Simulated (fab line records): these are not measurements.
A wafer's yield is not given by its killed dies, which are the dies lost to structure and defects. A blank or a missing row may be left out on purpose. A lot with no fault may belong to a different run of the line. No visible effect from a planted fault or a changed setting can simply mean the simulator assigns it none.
Chamber matching + flow n5_finfet + N5_PASSIVATION_PECVD_55 on pecvd-02: 3 sister chambers
The step deposits SiO2 from SiH4/N2O, target thk 400 nm, time 22.5 s. 22 wafers are shown with their chamber, then 11 later ones without.

== WAFERS PAIRED WITH THEIR CHAMBERS ==
| wafer  | chamber | throttle_valve_pct (%) | showerhead_plenum_p_Torr (Torr) | rf_fwd_power_W (W) |
|--------|---------|------------------------|---------------------------------|--------------------|
| L074.3 | 0       | 50.4                   | 8.16                            | 606.0              |
| L074.4 | 1       | 48.8                   | 8.20                            | 595.3              |
| L074.5 | 0       | 50.4                   | 8.16                            | 603.3              |
| L079.3 | 0       | 50.6                   | 8.14                            | 604.2              |
| L079.4 | 1       | 48.5                   | 8.19                            | 595.5              |
| L079.6 | 0       | 50.3                   | 8.15                            | 605.3              |
| L078.1 | 0       | 50.6                   | 8.16                            | 598.4              |
| L078.2 | 1       | 48.6                   | 8.18                            | 595.7              |
| L078.5 | 0       | 50.3                   | 8.15                            | 602.2              |
| L083.2 | 0       | 50.6                   | 8.14                            | 601.9              |
| L083.5 | 1       | 48.9                   | 8.21                            | 595.1              |
| L083.6 | 0       | 50.3                   | 8.15                            | 602.4              |
| L084.1 | 1       | 48.6                   | 8.18                            | 598.8              |
| L084.3 | 0       | 50.6                   | 8.16                            | 602.6              |
| L084.4 | 2       | 50.8                   | 8.17                            | 599.5              |
| L085.1 | 2       | 50.4                   | 8.17                            | 604.7              |
| L085.4 | 2       | 50.2                   | 8.18                            | 604.4              |
| L085.6 | 1       | 48.5                   | 8.19                            | 597.2              |
| L087.1 | 0       | 50.6                   | 8.18                            | 601.1              |
| L087.4 | 2       | 50.7                   | 8.18                            | 600.0              |
| L087.5 | 1       | 48.5                   | 8.21                            | 595.9              |
| L091.2 | 2       | 50.8                   | 8.17                            | 600.6              |

SIGNATURES (averages over the wafers above)
| reading                  | chamber 0 | chamber 1 | chamber 2 | scatter within a chamber |
|--------------------------|-----------|-----------|-----------|--------------------------|
| throttle_valve_pct       | 50.470    | 48.629    | 50.580    | 0.181                    |
| showerhead_plenum_p_Torr | 8.1550    | 8.1943    | 8.1740    | 0.0111                   |
| rf_fwd_power_W           | 602.740   | 596.214   | 601.840   | 2.03                     |
Rule: for each reading, subtract the chamber's mean from the wafer's reading, divide by that reading's scatter and square the result; add these up over the readings and take the root, which gives the wafer's distance from the chamber. The wafer belongs to the nearest chamber; if the next one is less than 2 further off, it can't be placed. How the scatter is found: for the shown wafers, subtract from each reading the mean of its chamber, square and add these, divide the total by (wafers less chambers), then take the root.

== WAFERS WITHOUT THEIR CHAMBER ==
| wafer  | throttle_valve_pct (%) | showerhead_plenum_p_Torr (Torr) | rf_fwd_power_W (W) |
|--------|------------------------|---------------------------------|--------------------|
| L091.3 | 50.4                   | 8.14                            | 606.3              |
| L091.6 | 50.8                   | 8.19                            | 603.7              |
| L090.1 | 48.7                   | 8.19                            | 595.7              |
| L090.2 | 50.9                   | 8.18                            | 602.3              |
| L090.5 | 50.8                   | 8.20                            | 599.7              |
| L094.2 | 48.6                   | 8.19                            | 601.1              |
| L094.3 | 51.1                   | 8.19                            | 598.8              |
| L094.5 | 48.4                   | 8.20                            | 599.2              |
| L097.1 | 48.2                   | 8.18                            | 598.9              |
| L097.3 | 51.2                   | 8.17                            | 601.1              |
| L097.5 | 48.4                   | 8.17                            | 597.8              |

== WHICH CHAMBER EACH WENT THROUGH ==
| wafer  | from the rows above     | in truth |
|--------|-------------------------|----------|
| L091.3 | can't be placed: 0 or 2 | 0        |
| L091.6 | can't be placed: 2 or 0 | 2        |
| L090.1 | 1                       | 1        |
| L090.2 | can't be placed: 2 or 0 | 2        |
| L090.5 | can't be placed: 2 or 0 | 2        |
| L094.2 | 1                       | 1        |
| L094.3 | can't be placed: 2 or 0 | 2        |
| L094.5 | 1                       | 1        |
| L097.1 | 1                       | 1        |
| L097.3 | can't be placed: 2 or 0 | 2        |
| L097.5 | 1                       | 1        |
5 of 11 placed correctly. Unplaceable from these rows: 6, with the true chamber sitting among the candidates in 6. 0 placed wrongly.
